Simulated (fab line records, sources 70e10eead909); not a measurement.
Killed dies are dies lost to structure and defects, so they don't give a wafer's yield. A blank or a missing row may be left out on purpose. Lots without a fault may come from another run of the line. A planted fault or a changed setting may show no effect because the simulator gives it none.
Which tool did it? | flow nand_harc | 12 lots, 36 wafers sampled, at 6 steps of a route of 1302

WHAT THE GAUGES READ, wafer by wafer
NHARC_P_STI_CD_MEAS_16.
lot  | measured     | on        | cd_nm (nm)
L192 | day 3 08:43  | cd_sem-01 | 199.1 196.0 199.1
L193 | day 3 17:40  | cd_sem-03 | 199.9 198.9 197.7
L194 | day 4 02:28  | cd_sem-02 | 199.1 199.9 198.4
L198 | day 5 18:41  | cd_sem-01 | 196.7 197.7 196.2
L199 | day 6 04:08  | cd_sem-01 | 197.6 201.5 199.2
L207 | day 9 14:54  | cd_sem-02 | 199.3 198.6 199.3
L208 | day 10 00:33 | cd_sem-02 | 200.2 196.3 201.7
L209 | day 10 07:03 | cd_sem-01 | 197.5 203.6 200.2
L211 | day 11 02:56 | cd_sem-01 | 198.2 195.6 201.7
L212 | day 11 15:06 | cd_sem-02 | 195.7 198.1 197.3
L213 | day 12 01:23 | cd_sem-02 | 196.7 194.9 194.5
L214 | day 12 09:34 | cd_sem-02 | 200.4 198.0 197.3

NHARC_P_GATE_CD_MEAS_91: target cd 2000 nm.
lot  | measured     | on        | cd_nm (nm)
L192 | day 6 03:47  | cd_sem-01 | 1999.4 1997.2 1998.5
L193 | day 6 11:43  | cd_sem-02 | 1998.7 1999.2 1999.4
L194 | day 6 18:32  | cd_sem-01 | 2001.3 2000.0 1999.9
L198 | day 8 18:00  | cd_sem-02 | - - -
L199 | day 9 16:44  | cd_sem-01 | 2000.8 2001.6 2000.7
L207 | day 12 14:38 | cd_sem-02 | 1997.7 1998.8 1998.5
L208 | day 12 18:36 | cd_sem-01 | 1999.0 1998.4 2001.2
L209 | day 13 00:32 | cd_sem-03 | 2000.5 1999.5 1997.7
L211 | day 13 21:16 | cd_sem-03 | 2000.3 2001.8 2000.1
L212 | day 14 08:26 | cd_sem-03 | 1998.2 1999.0 2000.8
L213 | day 15 03:35 | cd_sem-01 | 2000.5 2000.6 2004.5
L214 | day 15 09:11 | cd_sem-02 | 2000.8 2001.8 2000.5

NHARC_END_SORT_01.
lot  | measured     | on        | killed_at_array | killed_at_other | killed_at_periphery | killed_dies | killed_open | killed_short
L198 | day 27 08:58 | prober-01 | 70 47 48        | 0 0 0           | 607 630 629         | 677 677 677 | 1 7 0       | 2 3 0

WHICH TOOL RAN EACH LOT (tool, then ch and the chambers of the sampled wafers, then the start)
lot  | NHARC_P_GATE_DESCUM_61             | NHARC_P_GATE_EXPOSE_88            | NHARC_P_CONTACT_DEP_00
L192 | rie_diel-04 ch 1,2,3, day 6 02:13  | krf_scanner-02 ch 0, day 6 03:37  | pecvd-03 ch 0,1,2, no start
L193 | rie_diel-07 ch 1,2,3, day 6 10:10  | krf_scanner-04 ch 0, day 6 11:34  | pecvd-04 ch 0,2, day 6 15:26
L194 | rie_diel-04 ch 0,1, day 6 17:00    | krf_scanner-02 ch 0, day 6 18:22  | pecvd-04 ch 0,1, no start
L198 | rie_diel-12 ch 2,3, day 8 16:26    | krf_scanner-02 ch 0, day 8 17:51  | -
L199 | rie_diel-07 ch 0,1,2, day 9 15:09  | krf_scanner-04 ch 0, day 9 16:35  | pecvd-03 ch 0,1,2, no start
L207 | rie_diel-07 ch 0,1,2, day 12 13:05 | krf_scanner-02 ch 0, day 12 14:28 | pecvd-01 ch 1,2, no start
L208 | rie_diel-07 ch 0,3, day 12 17:03   | krf_scanner-03 ch 0, day 12 18:26 | pecvd-04 ch 0,2, no start
L209 | rie_diel-07 ch 0,1, day 12 22:59   | krf_scanner-04 ch 0, day 13 00:23 | pecvd-01 ch 0,1,2, no start
L211 | rie_diel-07 ch 1,2, day 13 19:40   | krf_scanner-03 ch 0, day 13 21:07 | pecvd-04 ch 0,1,2, no start
L212 | rie_diel-12 ch 0,2,3, day 14 06:53 | krf_scanner-02 ch 0, day 14 08:17 | pecvd-04 ch 0,2, no start
L213 | rie_diel-07 ch 1,2,3, day 15 02:02 | krf_scanner-03 ch 0, day 15 03:26 | pecvd-04 ch 0,2, no start
L214 | rie_diel-07 ch 0,1,2, day 15 07:40 | krf_scanner-04 ch 0, day 15 09:02 | pecvd-04 ch 0,1,2, no start
- NHARC_P_GATE_DESCUM_61: chemistry O2, time 3 s.
- NHARC_P_GATE_EXPOSE_88: exposes mask P HVN, target cd 2000 nm.
- NHARC_P_CONTACT_DEP_00: deposits SiO2, target thk 500 nm.

WHAT THE TOOLS THEMSELVES READ (means of the sampled wafers that have a number; where no wafer has one, the mark that the record gives instead)
NHARC_P_GATE_DESCUM_61.
lot  | tool        | drypump_motor_current_A (A) | o2_flow_sccm (sccm) | oes_product_au (a.u.) | rf_vpp_V (V) | showerhead_plenum_p_Torr (Torr) | throttle_valve_pct (%)
L192 | rie_diel-04 | 5.5                         | 199.6               | 1.010                 | 58.6         | 1.95                            | 11.303
L193 | rie_diel-07 | 5.6                         | 200.2               | 0.988                 | 58.6         | 1.90                            | 11.308
L194 | rie_diel-04 | 5.9                         | 200.2               | 0.992                 | 57.8         | 2.02                            | 11.313
L198 | rie_diel-12 | 5.6                         | 199.6               | 0.998                 | 56.9         | 1.83                            | 11.313
L199 | rie_diel-07 | 5.6                         | 199.7               | 0.991                 | 56.5         | 1.90                            | 11.312
L207 | rie_diel-07 | 5.6                         | 200.2               | 0.989                 | 57.7         | 1.90                            | 11.319
L208 | rie_diel-07 | 5.8                         | 199.5               | 0.995                 | 57.0         | 1.78                            | 11.312
L209 | rie_diel-07 | 5.4                         | 200.9               | 0.988                 | 57.5         | 1.90                            | 11.320
L211 | rie_diel-07 | 5.6                         | 199.8               | 0.985                 | 56.8         | 1.96                            | 11.311
L212 | rie_diel-12 | 5.3                         | 199.9               | 0.995                 | 58.8         | 1.88                            | 11.321
L213 | rie_diel-07 | 5.7                         | 200.1               | 0.985                 | 57.3         | 1.90                            | 11.317
L214 | rie_diel-07 | 5.6                         | 200.6               | 0.988                 | 58.3         | 1.90                            | 11.316

NHARC_P_GATE_EXPOSE_88.
lot  | tool           | reticle_temp_C (C) | stage_vel_mm_s (mm/s)
L192 | krf_scanner-02 | 23.14              | 499.73
L193 | krf_scanner-04 | 23.01              | 499.67
L194 | krf_scanner-02 | 23.10              | 500.12
L198 | krf_scanner-02 | 22.96              | 499.76
L199 | krf_scanner-04 | 23.02              | 499.87
L207 | krf_scanner-02 | 23.08              | 500.08
L208 | krf_scanner-03 | 22.92              | 499.76
L209 | krf_scanner-04 | 22.96              | 500.06
L211 | krf_scanner-03 | 23.04              | 500.10
L212 | krf_scanner-02 | 23.01              | 500.17
L213 | krf_scanner-03 | 23.05              | 500.02
L214 | krf_scanner-04 | 23.17              | 499.87

NHARC_P_CONTACT_DEP_00.
lot  | tool     | heater_power_w (W) | rf_fwd_power_W (W) | throttle_valve_pct (%)
L192 | pecvd-03 | 596                | 898.6              | 15.7
L193 | pecvd-04 | 603                | 900.8              | 15.3
L194 | pecvd-04 | 623                | 898.9              | 15.9
L199 | pecvd-03 | 615                | 899.5              | 15.2
L207 | pecvd-01 | 695                | 896.7              | 16.5
L208 | pecvd-04 | 590                | 899.9              | 15.4
L209 | pecvd-01 | 666                | 898.4              | 16.7
L211 | pecvd-04 | 645                | 896.8              | 15.8
L212 | pecvd-04 | 640                | 896.7              | 15.4
L213 | pecvd-04 | 592                | 897.4              | 15.5
L214 | pecvd-04 | 615                | 896.6              | 15.9

THE ANSWER, worked out from the rows above alone
Rule: what is usual is taken from the lots themselves. Put in order of their means at a reading, lots are off if they are a third of the lots or fewer, leave a main group of 4 or more, and stand apart from it by a gap of 3 or more times the standard deviation of the main group's means; of several such gaps the widest counts. A main group whose means are all the same, to the digits that the tables above print for the reading, isn't used. A lot without any number at a reading at which 4 lots or more have one is off too. The other lots that the step has rows for count as sound. The gauges are gone through in route order, then the tools' own readings, and for those a lot's mean is taken as printed above. The first step at which some lot is off is used, and at that step the reading that is off furthest; a lot without a number counts as furthest.
Off: L198, at NHARC_P_GATE_CD_MEAS_91 (cd_nm). Without a number there: L198. The main group: mean 1999.9 nm, standard deviation 1.1.
A tool fits if, at a process step before that reading, it ran every lot that is off, and no sound lot after the first of them. The gauges at NHARC_P_GATE_CD_MEAS_91 are tried like those tools. None of those tried fits.

WHAT THE SIMULATOR HAD PUT IN
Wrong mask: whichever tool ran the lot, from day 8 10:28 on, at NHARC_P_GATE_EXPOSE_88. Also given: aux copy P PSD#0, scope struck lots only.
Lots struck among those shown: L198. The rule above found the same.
